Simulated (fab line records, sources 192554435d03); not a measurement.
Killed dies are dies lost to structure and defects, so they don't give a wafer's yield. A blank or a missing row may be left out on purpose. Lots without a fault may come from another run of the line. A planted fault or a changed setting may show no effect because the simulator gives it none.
fab line records | flow n5_finfet | part 2 of 2: steps 5 to 6 of 6
record lots=24 wafers=72 last_day=17
route steps=1938 shown BEOL_M10@1506 BEOL_M11@1550
lots that met no fault: from a run of the same line without faults
start_h: hours from the record's first day to the start of the lot's first wafer shown | wait_h: hours since the lot's step before | " the same as in the row above | L1.1+2: a row that stands for several wafers | - no value, or no start given | * or withheld: withheld | < > ~ a bound
route shown NAME@n: a module of which the file shows steps, and the number in the route of the first | usual: mean/standard deviation of fault-free wafers | same: alike in all rows | chamber/n: place in a boat | sites: the reading at each site | _std_site: their standard deviation | _edge_site: outer sites' mean less inner sites' | radius_mm: how far each site lies from the wafer's centre | mask NAME#n: copy n | behind: the tool/chamber that last shaped the wafer | hold: why the lot was held/for how many hours/how that ended | device: the transistor (n, p or np) that didn't switch | end of line: the same wafers' tests at the end of the route | a step without rows: its recipe alone | killed: dies lost to structure and defects at the first sort, not the wafer's yield | map: a wafer's dies, x killed, . not, _ none there
set.NAME: the setting as run; set.NAME@STEP: as run at that earlier step | model.NAME: the simulator's own value behind a step, which no gauge read
steps of the route over a sample of lots; a table a step, a row a wafer
services: from which hour (start_h, from the record's first day; less than 0 if before it) a tool's chamber was out of use, for how many hours, and why
## steps
# step N5_BEOL_M11_DESCUM_16
# recipe chemistry=O2 time_s=7.9 source_power_w=50 bias_power_w=20 pressure_mtorr=20 rf_frequency_hz=2.712e+07 temp_c=40 resist=CAR-ArF o2_flow_sccm=225
# usual drypump_motor_current_A=5.7/0.49 oes_product_au=0.82/0.067 rf_vpp_V=243.6/1.3 showerhead_plenum_p_Torr=2.11/0.062 throttle_valve_pct=20.34/0.18
# columns lot.wafer tool chamber start_h wait_h drypump_motor_current_A oes_product_au rf_hours_counter_h rf_vpp_V showerhead_plenum_p_Torr throttle_valve_pct
L074.2 rie_diel-03 1 228.58 0.0 6.6 0.72 214 244.9 2.15 20.48
L074.3 " 3 " " 5.7 0.87 39 245.0 2.13 20.34
L074.4 " 0 " " 5.7 0.90 - 242.1 2.05 19.95
L075.1 rie_diel-01 1 240.01 0.2 5.7 0.77 154 242.9 2.09 20.38
L075.4 " 2 " " 4.9 0.81 98 242.5 2.03 20.18
L075.5 " 2 " " 4.9 0.81 - 243.0 2.03 20.18
L077.2 rie_diel-01 3 242.82 0.0 5.5 0.86 53 242.7 2.13 20.37
L077.3 " 1 " " 5.7 0.76 155 242.8 2.09 20.40
L077.4 " 2 " " 4.8 0.81 99 241.8 2.03 20.17
L076.3 rie_diel-02 2 242.99 0.0 5.1 0.79 102 240.8 2.02 20.46
L076.5 " 0 " " 6.1 0.75 - 245.7 2.17 20.07
L076.6 " 1 " " 5.8 0.98 - 242.3 2.05 20.43
L079.1 rie_diel-01 2 243.17 0.1 4.9 0.81 99 242.0 2.02 20.19
L079.4 " 3 " " 5.5 0.87 53 243.9 2.13 20.37
L079.6 " 0 " " 5.8 0.82 - 245.2 2.22 20.56
L078.1 rie_diel-01 1 246.81 0.0 5.7 0.76 156 242.4 2.09 20.38
L078.4 " 0 " " 5.8 0.83 67 245.8 2.22 20.58
L078.5 " 2 " " 4.9 0.81 - 242.5 2.02 20.19
L080.3 rie_diel-03 0 264.06 0.0 5.7 0.90 41 241.8 2.05 19.96
L080.4 " 2 " " 6.4 0.84 62 245.1 2.21 20.23
L080.5 " 1 " " 6.6 0.71 - 244.0 2.15 20.49
L082.1 rie_diel-03 2 271.65 0.0 6.4 0.84 65 245.1 2.21 20.25
L082.4 " 0 " " 5.7 0.89 44 242.1 2.05 19.97
L082.6 " 1 " " 6.6 0.71 - 244.5 2.15 20.50
L081.3 rie_diel-03 0 275.53 0.3 5.7 0.90 45 243.7 2.05 19.97
L081.5 " 0 " " 5.7 0.89 - 242.3 2.05 19.97
L081.6 " 1 " " 6.6 0.71 - 243.3 2.15 20.50
L083.1 rie_diel-01 3 280.45 0.0 5.5 0.85 65 242.4 2.13 20.39
L083.4 " 2 " " 4.8 0.80 111 242.1 2.02 20.21
L083.5 " 0 " " 5.8 0.81 - 245.8 2.21 20.59
L085.3 rie_diel-03 1 293.48 0.3 6.6 0.71 238 243.9 2.14 20.50
L085.5 " 1 " " 6.6 0.70 - 243.2 2.14 20.50
L085.6 " 2 " " 6.4 0.83 - 243.9 2.20 20.24
L086.1 rie_diel-01 3 300.62 0.0 5.5 0.84 71 244.6 2.12 20.41
L086.5 " 1 " " 5.7 0.75 - 243.6 2.09 20.40
L086.6 " 0 " " 5.8 0.80 - 246.4 2.21 20.61
L084.1 rie_diel-03 2 307.35 0.0 6.4 0.83 76 245.4 2.20 20.27
L084.2 " 0 " " 5.7 0.88 53 244.3 2.05 19.95
L084.6 " 0 " " 5.7 0.89 - 242.8 2.05 19.97
L088.2 rie_diel-01 1 308.08 0.1 5.7 0.75 177 243.4 2.09 20.40
L088.5 " 1 " " 5.7 0.75 - 242.5 2.09 20.43
L088.6 " 3 " " 5.5 0.85 - 242.6 2.12 20.41
L087.1 rie_diel-01 1 313.13 0.0 5.7 0.74 179 244.8 2.09 20.42
L087.2 " 3 " " 5.5 0.84 76 243.7 2.12 20.41
L087.3 " 2 " " 4.8 0.79 119 240.9 2.02 20.21
L089.1 rie_diel-02 2 317.74 0.0 5.0 0.77 124 243.3 2.01 20.51
L089.4 " 1 " " 5.8 0.92 28 242.3 2.04 20.50
L089.6 " 0 " " 6.1 0.73 - 245.2 2.16 20.08
L091.1 rie_diel-02 1 325.54 0.0 5.8 0.91 29 241.7 2.04 20.50
L091.2 " 3 " " 4.9 0.92 11 243.4 2.13 20.25
L091.3 " 2 " " 5.1 0.78 126 240.4 2.01 20.52
L090.2 rie_diel-01 2 325.74 0.0 4.9 0.79 123 241.9 2.02 20.22
L090.3 " 0 " " 5.8 0.80 86 244.4 2.21 20.61
L090.6 " 0 " " 5.8 0.80 - 244.9 2.21 20.58
L093.1 rie_diel-02 0 337.26 0.0 6.1 0.72 194 244.2 2.16 20.09
L093.5 " 1 " " 5.8 0.89 - 242.4 2.04 20.50
L093.6 " 3 " " 4.9 0.91 - 243.7 2.13 20.26
L092.2 rie_diel-03 2 343.83 0.4 6.4 0.82 88 243.7 2.20 20.28
L092.4 " 2 " " 6.4 0.81 - 245.5 2.20 20.26
L092.5 " 0 " " 5.7 0.86 - 241.8 2.04 19.98
L094.1 rie_diel-02 0 356.00 0.0 6.1 0.72 201 244.0 2.16 20.12
L094.3 " 2 " " 5.1 0.76 134 244.0 2.01 20.53
L094.4 " 3 " " 4.9 0.90 22 242.7 2.13 20.28
L095.2 rie_diel-01 2 357.62 0.0 4.9 0.77 134 243.2 2.01 20.25
L095.4 " 1 " " 5.7 0.72 194 244.5 2.08 20.43
L095.5 " 0 " " 5.8 0.79 - 245.1 2.20 20.61
L096.1 rie_diel-01 3 363.76 0.1 5.5 0.82 93 242.1 2.12 20.43
L096.3 " 2 " " 4.9 0.77 136 242.2 2.01 20.23
L096.6 " 3 " " 5.5 0.81 - 244.6 2.12 20.44
L097.3 rie_diel-03 3 370.20 0.0 5.8 0.82 86 243.8 2.12 20.40
L097.4 " 0 " " 5.7 0.85 74 242.4 2.04 20.01
L097.6 " 0 " " 5.7 0.85 - 242.2 2.04 20.00
# step N5_BEOL_M11_ETCH_62
# recipe chemistry=N2/H2 target=SOC target_depth_a=1100 overetch_a=220 mask_material=SiARC temp_c=40 time_s=165 ion_energy_ev=200 pressure_mtorr=30 source_w=840 bias_w=150 n2_flow_sccm=200 h2_flow_sccm=200
# usual drypump_motor_current_A=5.7/0.49 n2_flow_sccm=199.9/0.61 oes_product_au=0.69/0.054 rf_vpp_V=524.6/2.3 showerhead_plenum_p_Torr=2.57/0.077 throttle_valve_pct=17.70/0.17
# columns lot.wafer tool chamber start_h wait_h drypump_motor_current_A n2_flow_sccm oes_product_au rf_hours_counter_h rf_vpp_V showerhead_plenum_p_Torr throttle_valve_pct
L074.2 rie_diel-03 1 228.66 0.0 6.6 199.8 0.61 215 526.7 2.62 17.90
L074.3 " 3 " " 5.7 200.3 0.74 39 525.5 2.59 17.69
L074.4 " 0 " " 5.7 199.6 0.77 - 522.7 2.49 17.30
L075.1 rie_diel-01 1 240.10 0.0 5.7 199.8 0.65 154 524.7 2.55 17.77
L075.4 " 2 " " 4.9 200.2 0.68 98 520.8 2.46 17.49
L075.5 " 2 " " 4.9 199.3 0.68 - 522.3 2.46 17.46
L077.2 rie_diel-01 3 242.90 0.0 5.5 200.2 0.72 53 524.6 2.58 17.69
L077.3 " 1 " " 5.7 200.3 0.64 155 523.0 2.55 17.79
L077.4 " 2 " " 4.8 200.5 0.68 99 522.2 2.46 17.47
L076.3 rie_diel-02 2 243.08 0.0 5.1 200.2 0.67 102 520.8 2.46 17.83
L076.5 " 0 " " 6.2 200.3 0.64 - 526.6 2.65 17.63
L076.6 " 1 " " 5.8 199.5 0.83 - 522.3 2.50 17.79
L079.1 rie_diel-01 2 243.25 0.0 4.8 199.4 0.68 99 522.6 2.46 17.47
L079.4 " 3 " " 5.5 201.0 0.73 53 524.7 2.58 17.67
L079.6 " 0 " " 5.8 199.9 0.70 - 526.9 2.68 17.81
L078.1 rie_diel-01 1 246.89 0.0 5.7 200.2 0.65 156 523.4 2.55 17.79
L078.4 " 0 " " 5.8 200.3 0.69 67 528.4 2.68 17.83
L078.5 " 2 " " 4.9 199.9 0.69 - 522.0 2.46 17.48
L080.3 rie_diel-03 0 264.14 0.0 5.7 200.4 0.76 41 523.6 2.49 17.31
L080.4 " 2 " " 6.4 199.8 0.71 62 526.7 2.70 17.73
L080.5 " 1 " " 6.6 199.7 0.60 - 525.5 2.61 17.91
L082.1 rie_diel-03 2 271.74 0.0 6.4 200.2 0.70 65 528.1 2.70 17.71
L082.4 " 0 " " 5.7 200.2 0.75 44 520.8 2.49 17.30
L082.6 " 1 " " 6.6 199.9 0.60 - 525.5 2.61 17.91
L081.3 rie_diel-03 0 275.61 0.0 5.7 200.1 0.76 45 521.3 2.48 17.31
L081.5 " 0 " " 5.6 199.9 0.75 - 522.5 2.48 17.30
L081.6 " 1 " " 6.6 200.1 0.60 - 525.9 2.61 17.92
L083.1 rie_diel-01 3 280.53 0.0 5.5 199.4 0.71 65 527.1 2.57 17.71
L083.4 " 2 " " 4.9 199.8 0.67 111 522.1 2.45 17.49
L083.5 " 0 " " 5.8 200.0 0.68 - 528.2 2.67 17.85
L085.3 rie_diel-03 1 293.57 0.0 6.6 199.0 0.60 238 526.3 2.61 17.91
L085.5 " 1 " " 6.6 199.7 0.60 - 526.3 2.61 17.92
L085.6 " 2 " " 6.4 200.1 0.70 - 527.2 2.70 17.74
L086.1 rie_diel-01 3 300.70 0.0 5.5 200.0 0.71 71 524.5 2.57 17.71
L086.5 " 1 " " 5.7 199.1 0.64 - 524.3 2.54 17.83
L086.6 " 0 " " 5.8 199.4 0.68 - 527.1 2.67 17.87
L084.1 rie_diel-03 2 307.43 0.0 6.4 199.7 0.69 76 527.4 2.70 17.74
L084.2 " 0 " " 5.7 201.0 0.74 53 522.4 2.48 17.33
L084.6 " 0 " " 5.6 200.5 0.74 - 521.0 2.48 17.33
L088.2 rie_diel-01 1 308.21 0.1 5.7 199.9 0.63 177 523.9 2.54 17.83
L088.5 " 1 " " 5.7 199.5 0.63 - 523.3 2.54 17.82
L088.6 " 3 " " 5.5 201.8 0.71 - 525.3 2.57 17.71
L087.1 rie_diel-01 1 313.21 0.0 5.7 200.1 0.64 179 522.5 2.54 17.82
L087.2 " 3 " " 5.5 200.1 0.71 76 526.1 2.57 17.70
L087.3 " 2 " " 4.8 200.8 0.66 119 522.8 2.45 17.51
L089.1 rie_diel-02 2 317.83 0.0 5.1 199.3 0.66 124 519.9 2.45 17.87
L089.4 " 1 " " 5.8 199.6 0.77 28 523.0 2.49 17.83
L089.6 " 0 " " 6.1 200.3 0.61 - 525.1 2.64 17.68
L091.1 rie_diel-02 1 325.62 0.0 5.8 199.7 0.76 29 522.6 2.48 17.83
L091.2 " 3 " " 4.9 200.6 0.77 11 525.3 2.59 17.56
L091.3 " 2 " " 5.1 200.4 0.65 126 521.6 2.45 17.86
L090.2 rie_diel-01 2 325.82 0.0 4.9 200.5 0.66 123 520.9 2.45 17.51
L090.3 " 0 " " 5.8 198.5 0.67 86 528.5 2.67 17.86
L090.6 " 0 " " 5.8 199.7 0.67 - 525.9 2.67 17.86
L093.1 rie_diel-02 0 337.35 0.0 6.1 201.0 0.61 194 526.2 2.64 17.70
L093.5 " 1 " " 5.8 200.0 0.75 - 523.4 2.48 17.85
L093.6 " 3 " " 4.9 198.4 0.77 - 527.0 2.59 17.56
L092.2 rie_diel-03 2 343.92 0.0 6.4 199.6 0.69 88 527.3 2.69 17.76
L092.4 " 2 " " 6.4 199.1 0.69 - 528.1 2.69 17.77
L092.5 " 0 " " 5.6 200.2 0.73 - 522.2 2.48 17.34
L094.1 rie_diel-02 0 356.09 0.0 6.1 199.2 0.60 201 525.7 2.64 17.70
L094.3 " 2 " " 5.1 199.8 0.64 134 520.4 2.45 17.89
L094.4 " 3 " " 4.9 199.3 0.75 22 524.5 2.59 17.58
L095.2 rie_diel-01 2 357.70 0.0 4.9 199.5 0.66 135 521.5 2.44 17.56
L095.4 " 1 " " 5.7 199.8 0.62 194 523.5 2.53 17.85
L095.5 " 0 " " 5.8 199.8 0.67 - 527.7 2.67 17.88
L096.1 rie_diel-01 3 363.84 0.0 5.5 200.4 0.70 93 525.7 2.56 17.75
L096.3 " 2 " " 4.9 199.6 0.66 136 521.7 2.44 17.53
L096.6 " 3 " " 5.5 200.6 0.69 - 522.8 2.56 17.76
L097.3 rie_diel-03 3 370.28 0.0 5.7 199.2 0.70 86 525.5 2.57 17.77
L097.4 " 0 " " 5.7 199.8 0.73 74 521.5 2.47 17.36
L097.6 " 0 " " 5.7 199.2 0.72 - 522.2 2.47 17.36
## services
# columns tool chamber start_h hours kind
uv_cure-01 - 208.68 7.5 pm
rie_diel-03 3 214.67 3.1 repair
rie_diel-01 0 216.59 1.2 repair
rie_diel-02 - 219.04 0.7 repair
rie_diel-03 2 224.91 9.3 repair
rie_diel-03 0 240.51 12.8 repair
uv_cure-02 - 241.33 2.1 pm
rie_diel-02 3 256.42 2.8 repair
rie_diel-02 2 267.02 6.3 repair
rie_diel-01 0 301.30 18.0 repair
rie_diel-01 2 304.72 3.9 repair
rie_diel-04 0 314.36 2.7 repair
rie_diel-02 - 315.20 0.5 repair
rie_diel-02 2 334.70 5.6 repair
uv_cure-01 - 338.37 2.1 pm
uv_cure-03 - 344.14 0.3 repair
rie_diel-05 0 344.58 14.1 repair
rie_diel-03 - 349.76 2.8 pm
rie_diel-04 - 351.06 0.5 repair
rie_diel-03 2 355.42 7.3 repair
rie_diel-04 0 359.64 29.0 repair
rie_diel-05 3 360.97 47.8 repair
rie_diel-02 1 363.63 4.7 repair
rie_diel-05 - 365.03 0.5 repair
